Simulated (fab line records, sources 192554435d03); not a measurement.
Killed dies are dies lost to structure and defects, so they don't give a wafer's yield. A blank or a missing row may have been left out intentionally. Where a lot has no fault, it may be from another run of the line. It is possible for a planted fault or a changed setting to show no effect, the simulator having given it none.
Which tool did it? | flow n5-finfet | Sampling: 12 lots, 36 wafers, 3 of 1938 route steps

## WHAT THE GAUGES SHOWED, per wafer
N5_BEOL_M8_RS_MEAS_57: measurement is done with a four-point probe.
lot  | measured     | on            | M8_RS (ohm/sq)
L390 | day 9 19:31  | film-metro-01 | 0.295 0.293 0.307
L391 | day 9 22:25  | film-metro-01 | 0.289 0.286 0.289
L400 | day 12 06:00 | film-metro-02 | 0.289 0.287 0.297
L401 | day 12 12:43 | film-metro-02 | 0.279 0.287 0.292
L403 | day 12 19:52 | film-metro-01 | 0.283 0.289 0.288
L402 | day 13 04:58 | film-metro-01 | 0.306 0.286 0.291
L407 | day 14 20:34 | film-metro-01 | 0.284 0.288 0.290
L408 | day 14 20:59 | film-metro-02 | 0.287 0.284 0.287
L412 | day 14 21:20 | film-metro-02 | 0.282 0.289 0.286
L409 | day 14 22:49 | film-metro-01 | 0.292 0.288 0.286
L410 | day 15 04:36 | film-metro-02 | 0.266 0.284 0.282
L411 | day 15 22:26 | film-metro-02 | 0.280 0.280 0.281

## TOOL THAT RAN EACH LOT (tool first, then ch and the chambers of the sampled wafers, then the start)
lot  | N5_BEOL_M8_PRE_CLEAN_45      | N5_BEOL_M8_SPUTTER_48
L390 | pvd-sputter-02, day 9 16:28  | pvd-sputter-01, day 9 17:31
L391 | pvd-sputter-02, day 9 20:35  | pvd-sputter-01, day 9 21:29
L400 | pvd-sputter-01, day 12 04:10 | pvd-sputter-02, day 12 04:52
L401 | pvd-sputter-01, day 12 09:17 | pvd-sputter-01, day 12 10:01
L403 | pvd-sputter-03, day 12 18:25 | pvd-sputter-01, day 12 18:56
L402 | pvd-sputter-03, day 13 03:27 | pvd-sputter-03, day 13 04:02
L407 | pvd-sputter-01, day 14 18:28 | pvd-sputter-01, day 14 19:37
L408 | pvd-sputter-01, day 14 18:48 | pvd-sputter-01, day 14 20:02
L412 | pvd-sputter-01, day 14 19:30 | pvd-sputter-01, day 14 20:24
L409 | pvd-sputter-03, day 14 20:32 | pvd-sputter-03, day 14 21:29
L410 | pvd-sputter-02, day 15 02:52 | pvd-sputter-01, day 15 03:40
L411 | pvd-sputter-02, day 15 20:48 | pvd-sputter-01, day 15 21:23
- N5_BEOL_M8_PRE_CLEAN_45: time 30 s.
- N5_BEOL_M8_SPUTTER_48: material Cu, target thk 10 nm, time 1.667 s.

## AS READ BY THE TOOLS THEMSELVES (means over the sampled wafers that have a number; for cases with no such wafer, the mark the record gives instead)
N5_BEOL_M8_PRE_CLEAN_45.
lot  | tool           | heater-power-w (W)
L390 | pvd-sputter-02 | 340
L391 | pvd-sputter-02 | 333
L400 | pvd-sputter-01 | 375
L401 | pvd-sputter-01 | 362
L403 | pvd-sputter-03 | 330
L402 | pvd-sputter-03 | 359
L407 | pvd-sputter-01 | 370
L408 | pvd-sputter-01 | 382
L412 | pvd-sputter-01 | 356
L409 | pvd-sputter-03 | 337
L410 | pvd-sputter-02 | 342
L411 | pvd-sputter-02 | 336

N5_BEOL_M8_SPUTTER_48.
lot  | tool           | throttle-valve-pct (%)
L390 | pvd-sputter-01 | 30.0
L391 | pvd-sputter-01 | 29.9
L400 | pvd-sputter-02 | 31.0
L401 | pvd-sputter-01 | 29.7
L403 | pvd-sputter-01 | 29.9
L402 | pvd-sputter-03 | 31.6
L407 | pvd-sputter-01 | 29.7
L408 | pvd-sputter-01 | 29.7
L412 | pvd-sputter-01 | 29.5
L409 | pvd-sputter-03 | 30.6
L410 | pvd-sputter-01 | 29.7
L411 | pvd-sputter-01 | 29.1

## THE ANSWER, worked out from the rows above alone
Rule: the lots themselves supply what counts as usual. The widest of any qualifying gaps counts: lots, ordered by their means at a reading, are off when they make up no more than a third of the lots, leave a main group of 4 or more, and stand apart from it by 3 or more times the standard deviation of that group's means. If all means in a main group match to the digits the tables above print for the reading, that group is not used. Also off: a lot with no number at a reading for which 4 or more lots have one. Where the step has rows for the other lots, those lots are counted as sound. The gauges are gone through in route order, then the tools' own readings, and for those a lot's mean is taken as printed above. At the first step where some lot is off, the reading lying furthest off is the one used; lots without a number count as furthest.
No lot is off on any of the readings shown, so nothing can be concluded from this.

## WHAT HAD BEEN PUT IN BY THE SIMULATOR
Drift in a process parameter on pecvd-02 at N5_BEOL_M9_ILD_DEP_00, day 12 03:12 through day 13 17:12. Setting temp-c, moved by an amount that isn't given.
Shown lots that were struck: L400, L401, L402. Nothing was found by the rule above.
